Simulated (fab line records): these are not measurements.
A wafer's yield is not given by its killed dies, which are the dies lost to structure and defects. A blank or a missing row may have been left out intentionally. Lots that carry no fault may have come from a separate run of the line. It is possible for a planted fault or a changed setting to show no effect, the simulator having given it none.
fab line records -- flow nandHarc
[record] lots = 12, wafers = 36, lastDay = 24
route steps=1159 shown A_STAIRCASE@632
lots that met no fault: taken from a fault-free run of the same line
startH: hours from the record's opening day to when the first of the lot's shown wafers began -- waitH: how many hours have passed since the lot's step before this one -- " as in the row above -- L1.1+2: a single row standing in for several wafers -- - either no value or no given start -- * or withheld: withheld -- < > ~ a bound
route shown NAME@n: NAME is a module with steps in the file, n the number in the route of the first one -- usual: the fault-free wafers' mean and standard deviation -- same: alike in all rows -- chamber/n: place in a boat -- sites: each site's reading -- _std_site: their standard deviation -- _edge_site: mean of outer sites minus mean of inner sites -- radiusMm: for every site, how far away it sits from the centre of the wafer -- mask NAME#n: copy n -- behind: the tool/chamber that last shaped the wafer -- hold: the reason the lot was held/the length of the hold in hours/how it ended -- device: transistor that didn't switch, given as n, p or np -- end of line: the tests these same wafers got at the end of their route -- a step with no rows: only its recipe -- killed: the dies lost at the first sort to structure and to defects; this is not the yield of the wafer -- map: the dies of a wafer, with x for killed, . for not killed, _ for no die there
set.NAME: the run value of the setting; set.NAME@STEP: its run value at that earlier step -- model.NAME: the simulator's own value behind a step, which no gauge read
steps of the route over a sample of lots; a table a step, a row a wafer
services: the hour from which a tool's chamber was out of use, counted from the record's first day as startH (under 0 if before that day), plus the number of hours and why
[[steps]]
[step NHARC_A_STAIRCASE_STRIP_238]
[recipe] powerW = 1500, tempC = 250, chemistry = O2
[usual] drypumpMotorCurrentA = 5.49/0.27, heaterPowerW = 356/10
lot.wafer,tool,chamber,startH,waitH,drypumpMotorCurrentA,heaterPowerW,rfHoursCounterH
L640.1,plasmaAsher-01,0,239.14,0.1,5.22,351,49
L640.2,plasmaAsher-01,1,239.14,0.1,5.78,356,49
L640.4,plasmaAsher-01,0,239.14,0.1,5.21,336,-
L642.4,plasmaAsher-01,1,259.55,0.2,5.85,366,-
L642.3,plasmaAsher-01,0,259.55,0.2,5.20,349,-
L642.6,plasmaAsher-01,1,259.55,0.2,5.83,364,-
L645.1,plasmaAsher-01,0,290.98,0.1,5.16,335,3
L645.4,plasmaAsher-01,1,290.98,0.1,5.83,366,-
L645.6,plasmaAsher-01,0,290.98,0.1,5.17,340,-
L649.1,plasmaAsher-02,1,296.45,0.1,5.28,362,31
L649.3,plasmaAsher-02,1,296.45,0.1,5.28,358,-
L649.6,plasmaAsher-02,0,296.45,0.1,5.69,369,-
L652.4,plasmaAsher-01,0,326.14,0.3,5.17,339,-
L652.5,plasmaAsher-01,1,326.14,0.3,5.83,353,-
L652.6,plasmaAsher-01,0,326.14,0.3,5.17,350,-
L651.1,plasmaAsher-02,0,327.93,0.1,5.66,360,41
L651.2,plasmaAsher-02,1,327.93,0.1,5.26,346,41
L651.3,plasmaAsher-02,0,327.93,0.1,5.64,357,-
L653.2,plasmaAsher-02,0,330.80,0.1,5.66,363,42
L653.1,plasmaAsher-02,1,330.80,0.1,5.30,355,42
L653.5,plasmaAsher-02,1,330.80,0.1,5.32,369,-
L654.2,plasmaAsher-02,1,332.52,0.1,5.25,366,43
L654.3,plasmaAsher-02,0,332.52,0.1,5.68,366,-
L654.6,plasmaAsher-02,1,332.52,0.1,5.27,370,-
L657.2,plasmaAsher-02,0,341.71,0.1,5.68,381,46
L657.1,plasmaAsher-02,1,341.71,0.1,5.28,354,46
L657.3,plasmaAsher-02,0,341.71,0.1,5.68,362,-
L659.4,plasmaAsher-01,0,353.97,0.2,5.19,345,-
L659.5,plasmaAsher-01,1,353.97,0.2,5.81,361,-
L659.6,plasmaAsher-01,0,353.97,0.2,5.15,343,-
L661.4,plasmaAsher-02,0,373.31,0.2,5.69,377,-
L661.5,plasmaAsher-02,0,373.31,0.2,5.66,380,-
L661.6,plasmaAsher-02,1,373.31,0.2,5.31,356,-
L660.1,plasmaAsher-01,1,374.01,0.1,5.82,361,33
L660.2,plasmaAsher-01,0,374.01,0.1,5.18,342,33
L660.5,plasmaAsher-01,0,374.01,0.1,5.19,344,-
[step NHARC_A_STAIRCASE_DESCUM_291]
[recipe] timeS = 3, o2FlowSccm = 200, arFlowSccm = 0, biasPowerW = 0, chemistry = O2
[usual] chamberPressureMTorr = 60.00/0.053, drypumpMotorCurrentA = 5.8/0.61, oesProductAu = 1.002/0.013, rfVppV = 57.8/0.94, showerheadPlenumPTorr = 1.93/0.11, throttleValvePct = 11.310/0.009
lot.wafer,tool,chamber,startH,waitH,chamberPressureMTorr,drypumpMotorCurrentA,oesProductAu,rfHoursCounterH,rfVppV,showerheadPlenumPTorr,throttleValvePct
L640.1,rieDiel-02,2,246.26,-,60.07,6.7,0.998,35,58.4,1.95,11.316
L640.4,rieDiel-02,3,246.26,-,59.96,5.5,1.024,34,57.9,1.85,11.313
L640.2,rieDiel-02,0,246.26,-,60.10,4.9,0.994,34,58.0,2.06,11.296
L642.3,rieDiel-02,2,264.60,-,59.85,6.8,0.980,43,59.1,1.95,11.315
L642.4,rieDiel-02,3,264.60,-,59.92,5.5,1.025,42,58.1,1.85,11.311
L642.6,rieDiel-02,3,264.60,-,60.02,5.5,1.032,-,56.6,1.85,11.303
L645.4,rieDiel-11,1,296.43,-,59.92,5.5,0.966,37,57.7,1.79,11.317
L645.1,rieDiel-11,3,296.43,-,59.96,5.3,0.967,34,58.6,1.81,11.311
L645.6,rieDiel-11,1,296.43,-,60.10,5.5,0.982,-,57.4,1.79,11.313
L649.1,rieDiel-03,3,305.10,-,60.01,5.5,1.001,31,57.1,1.79,11.326
L649.3,rieDiel-03,0,305.10,-,60.06,5.7,1.016,30,58.4,2.05,11.316
L649.6,rieDiel-03,0,305.10,-,59.98,5.7,1.018,-,58.6,2.05,11.296
L652.6,rieDiel-11,3,331.30,-,60.02,5.3,0.976,-,57.5,1.80,11.309
L652.4,rieDiel-11,0,331.30,-,59.85,6.8,1.003,-,59.2,2.06,11.309
L652.5,rieDiel-11,1,331.30,-,59.99,5.5,0.976,-,56.5,1.79,11.305
L651.1,rieDiel-11,3,333.59,-,59.98,5.3,0.982,47,57.0,1.80,11.306
L651.2,rieDiel-11,0,333.59,-,59.97,6.9,0.987,42,58.0,2.06,11.314
L651.3,rieDiel-11,1,333.59,-,60.04,5.5,0.976,50,57.5,1.79,11.311
L653.2,rieDiel-03,3,337.53,-,59.93,5.5,1.000,46,56.8,1.78,11.317
L653.1,rieDiel-03,1,337.53,-,59.95,5.2,0.997,34,57.1,1.86,11.306
L653.5,rieDiel-03,3,337.53,-,59.95,5.5,0.998,-,56.2,1.78,11.323
L654.3,rieDiel-02,0,338.43,-,60.00,4.9,0.995,1,59.2,2.05,11.305
L654.2,rieDiel-02,1,338.43,-,60.00,6.6,1.015,0,57.1,1.99,11.323
L654.6,rieDiel-02,3,338.43,-,60.08,5.5,0.992,-,56.6,1.84,11.306
L657.1,rieDiel-03,0,347.80,-,59.96,5.6,1.013,47,57.1,2.04,11.314
L657.2,rieDiel-03,1,347.80,-,59.88,5.2,0.999,37,57.3,1.86,11.321
L657.3,rieDiel-03,3,347.80,-,59.90,5.6,0.996,49,55.8,1.78,11.294
L659.4,rieDiel-02,2,363.33,-,59.98,6.8,1.018,9,57.1,1.94,11.308
L659.5,rieDiel-02,2,363.33,-,59.94,6.7,1.011,-,58.7,1.94,11.322
L659.6,rieDiel-02,3,363.33,-,59.94,5.5,0.991,-,55.9,1.84,11.319
L661.4,rieDiel-02,1,380.41,-,60.04,6.6,1.012,14,58.4,1.99,11.315
L661.5,rieDiel-02,0,380.41,-,59.96,4.9,0.991,-,58.0,2.05,11.305
L661.6,rieDiel-02,1,380.41,-,59.99,6.6,1.003,-,57.5,1.99,11.326
L660.1,rieDiel-03,0,382.20,-,60.06,5.7,1.010,62,58.5,2.03,11.300
L660.2,rieDiel-03,1,382.20,-,60.00,5.2,1.007,49,57.5,1.85,11.292
L660.5,rieDiel-03,3,382.20,-,59.92,5.5,0.996,-,56.7,1.78,11.303
[step NHARC_A_STAIRCASE_HM_OPEN_460]
[recipe] o2FlowSccm = 400, cosFlowSccm = 20, arFlowSccm = 0, rfW = 500, biasW = 300, chemistry = O2/COS
[usual] chamberPressureMTorr = 20.000/0.018, drypumpMotorCurrentA = 5.8/0.63, oesProductAu = 1.001/0.013, rfVppV = 468/3.6, showerheadPlenumPTorr = 3.16/0.17, throttleValvePct = 28.331/0.01
lot.wafer,tool,chamber,startH,waitH,chamberPressureMTorr,drypumpMotorCurrentA,oesProductAu,rfHoursCounterH,rfVppV,showerheadPlenumPTorr,throttleValvePct
L640.1,rieDiel-02,0,-,-,20.017,4.9,0.994,34,471,3.35,28.327
L640.4,rieDiel-02,1,-,-,19.990,6.6,0.999,33,470,3.26,28.338
L640.2,rieDiel-02,3,-,-,19.980,5.6,1.021,34,465,3.03,28.340
L642.4,rieDiel-02,0,-,-,19.999,4.9,0.983,41,472,3.35,28.334
L642.3,rieDiel-02,3,-,-,20.013,5.5,1.005,42,465,3.02,28.320
L642.6,rieDiel-02,1,-,-,20.012,6.6,1.002,-,469,3.25,28.319
L645.1,rieDiel-11,2,-,-,20.014,6.1,1.001,36,462,2.93,28.337
L645.4,rieDiel-11,3,-,-,19.981,5.3,0.975,34,463,2.96,28.320
L645.6,rieDiel-11,1,-,-,20.002,5.5,0.981,-,462,2.93,28.335
L649.1,rieDiel-03,3,-,-,19.993,5.5,0.999,31,465,2.93,28.338
L649.3,rieDiel-03,0,-,-,20.010,5.7,1.009,30,472,3.33,28.334
L649.6,rieDiel-03,2,-,-,19.971,5.5,1.005,-,470,3.33,28.313
L652.5,rieDiel-11,0,-,-,19.985,6.8,0.997,-,471,3.35,28.337
L652.6,rieDiel-11,1,-,-,20.002,5.4,0.969,-,464,2.93,28.341
L652.4,rieDiel-11,3,-,-,20.002,5.3,0.976,-,463,2.95,28.337
L651.1,rieDiel-11,3,-,-,20.000,5.3,0.988,47,464,2.95,28.322
L651.2,rieDiel-11,0,-,-,20.020,6.8,1.002,43,472,3.35,28.337
L651.3,rieDiel-11,1,-,-,19.996,5.4,0.972,51,463,2.93,28.328
L653.1,rieDiel-03,1,-,-,20.003,5.2,1.000,35,465,3.03,28.331
L653.2,rieDiel-03,3,-,-,19.981,5.6,0.999,46,462,2.92,28.336
L653.5,rieDiel-03,2,-,-,19.984,5.5,1.016,-,471,3.33,28.325
L654.2,rieDiel-02,0,-,-,19.976,4.9,1.002,1,472,3.34,28.342
L654.3,rieDiel-02,2,-,-,20.022,6.7,1.013,0,469,3.17,28.324
L654.6,rieDiel-02,3,-,-,20.022,5.5,0.990,-,467,3.01,28.330
L657.3,rieDiel-03,1,-,-,19.968,5.2,0.994,37,466,3.03,28.345
L657.1,rieDiel-03,3,-,-,20.016,5.6,0.997,49,462,2.92,28.349
L657.2,rieDiel-03,0,-,-,20.000,5.7,0.999,47,472,3.32,28.342
L659.4,rieDiel-02,0,-,-,20.019,4.9,1.010,10,471,3.33,28.340
L659.6,rieDiel-02,2,-,-,20.008,6.8,1.020,-,468,3.17,28.340
L659.5,rieDiel-02,3,-,-,20.005,5.6,0.998,-,466,3.01,28.352
L661.4,rieDiel-02,2,-,-,20.029,6.7,1.016,15,469,3.16,28.334
L661.5,rieDiel-02,1,-,-,19.992,6.6,1.004,-,469,3.23,28.319
L661.6,rieDiel-02,2,-,-,19.974,6.8,1.010,-,468,3.16,28.332
L660.1,rieDiel-03,2,-,-,19.952,5.5,1.017,50,471,3.32,28.313
L660.2,rieDiel-03,0,-,-,20.015,5.6,1.004,62,471,3.31,28.330
L660.5,rieDiel-03,2,-,-,19.996,5.5,1.021,-,471,3.32,28.325
[step NHARC_A_STAIRCASE_DEP_301]
[recipe] targetThkA = 300, targetThkNm = 30, tempC = 400, pressureTorr = 3.5, flowSccm = 200, rfW = 350, material = SiON
[usual] heaterPowerW = 708/69, rfFwdPowerW = 348.4/1.3, showerheadVppV = 1129/40
lot.wafer,tool,chamber,startH,waitH,heaterPowerW,rfFwdPowerW,showerheadVppV
L640.2,pecvd-03,0,251.77,1.2,703,349.0,1097
L640.1,pecvd-03,2,251.77,1.2,806,347.6,1185
L640.4,pecvd-03,0,251.77,1.2,717,348.6,1075
L642.3,pecvd-04,0,268.95,1.2,692,350.3,1119
L642.6,pecvd-04,1,268.95,1.2,630,347.5,1107
L642.4,pecvd-04,0,268.95,1.2,678,350.6,1120
L645.1,pecvd-04,2,303.54,1.6,657,348.8,1115
L645.4,pecvd-04,1,303.54,1.6,727,348.4,1134
L645.6,pecvd-04,0,303.54,1.6,669,209.0,853
L649.1,pecvd-04,1,316.65,1.6,750,347.6,1124
L649.3,pecvd-04,0,316.65,1.6,654,207.6,866
L649.6,pecvd-04,1,316.65,1.6,741,347.7,1103
L652.4,pecvd-03,1,336.63,1.1,806,350.1,1114
L652.6,pecvd-03,2,336.63,1.1,677,347.9,1182
L652.5,pecvd-03,0,336.63,1.1,752,347.7,1107
L651.3,pecvd-03,1,339.10,0.9,682,350.0,1115
L651.1,pecvd-03,2,339.10,0.9,784,348.9,1192
L651.2,pecvd-03,0,339.10,0.9,638,346.7,1087
L653.2,pecvd-03,1,341.77,1.2,751,348.5,1122
L653.1,pecvd-03,2,341.77,1.2,694,346.6,1191
L653.5,pecvd-03,2,341.77,1.2,703,348.3,1197
L654.2,pecvd-03,0,344.12,1.5,733,347.6,1089
L654.3,pecvd-03,1,344.12,1.5,735,347.8,1104
L654.6,pecvd-03,0,344.12,1.5,731,348.1,1101
L657.2,pecvd-02,1,352.50,1.2,742,349.2,1209
L657.1,pecvd-02,2,352.50,1.2,541,349.3,1109
L657.3,pecvd-02,0,352.50,1.2,671,346.6,1140
L659.6,pecvd-03,2,369.65,0.1,732,344.9,1182
L659.4,pecvd-03,0,369.65,0.1,730,348.4,1084
L659.5,pecvd-03,1,369.65,0.1,730,348.3,1116
L661.6,pecvd-02,1,386.77,0.8,788,348.7,1194
L661.4,pecvd-02,2,386.77,0.8,581,349.2,1121
L661.5,pecvd-02,0,386.77,0.8,790,348.1,1159
L660.2,pecvd-03,0,387.15,1.5,687,348.2,1095
L660.1,pecvd-03,1,387.15,1.5,662,350.3,1101
L660.5,pecvd-03,0,387.15,1.5,717,348.0,1062
[[services]]
tool,chamber,startH,hours,kind
rieDiel-03,-,215.54,9.0,pm
plasmaAsher-02,-,217.97,6.6,repair
rieDiel-02,0,233.35,-,clean
rieDiel-02,1,233.35,-,clean
rieDiel-02,3,238.15,6.9,repair
pecvd-04,-,239.60,1.4,repair
pecvd-02,1,264.00,11.9,repair
pecvd-02,2,266.49,17.9,repair
plasmaAsher-02,-,274.63,2.0,repair
plasmaAsher-01,-,276.20,9.0,pm
pecvd-03,-,292.35,13.0,pm
rieDiel-11,0,306.26,16.5,repair
rieDiel-11,1,308.35,5.1,repair
rieDiel-03,2,312.97,20.5,repair
plasmaAsher-01,-,326.34,0.6,repair
rieDiel-02,-,327.80,9.0,pm
rieDiel-11,2,329.28,7.2,repair
pecvd-03,-,334.11,1.5,repair
pecvd-02,-,334.12,13.0,pm
pecvd-04,0,338.98,8.1,repair
plasmaAsher-02,-,360.30,9.0,pm
rieDiel-11,-,368.22,9.0,pm
pecvd-04,-,376.19,13.0,pm
plasmaAsher-02,-,382.68,22.8,repair
[[key]]
[firstSign] step = NHARC_A_STAIRCASE_DEP_301, reading = rfFwdPowerW, direction = down, sigmas = 99+, usual = *, struck = *
[effect] step = NHARC_A_STAIRCASE_DEP_301, reading = showerheadVppV, direction = down, sigmas = 6.8, usual = 1129, struck = 859
metAt NHARC_A_STAIRCASE_DEP_301
struckLots L645,L649
struckWafers L645.6,L649.3
testerLeftOut L645,L649
notActingAt NHARC_A_STAIRCASE_STRIP_238,NHARC_A_STAIRCASE_DESCUM_291,NHARC_A_STAIRCASE_HM_OPEN_460
onsetBetween 268.95 303.54
[fault] kind = processParameterDrift, tool = pecvd-04, chamber = 0, onsetH = 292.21, steps = NHARC_A_STAIRCASE_DEP_301, channel = rfW, offset = *, shape = step, endH = 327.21, actsIn = *, stated = *
// testerLeftOut: of these lots the tester's yield and bins aren't shown, on N5 and GAA mostly nor the transistor test; their killed dies are dies lost to structure and defects alone, not to doping, threshold or leakage, so they don't give the yield
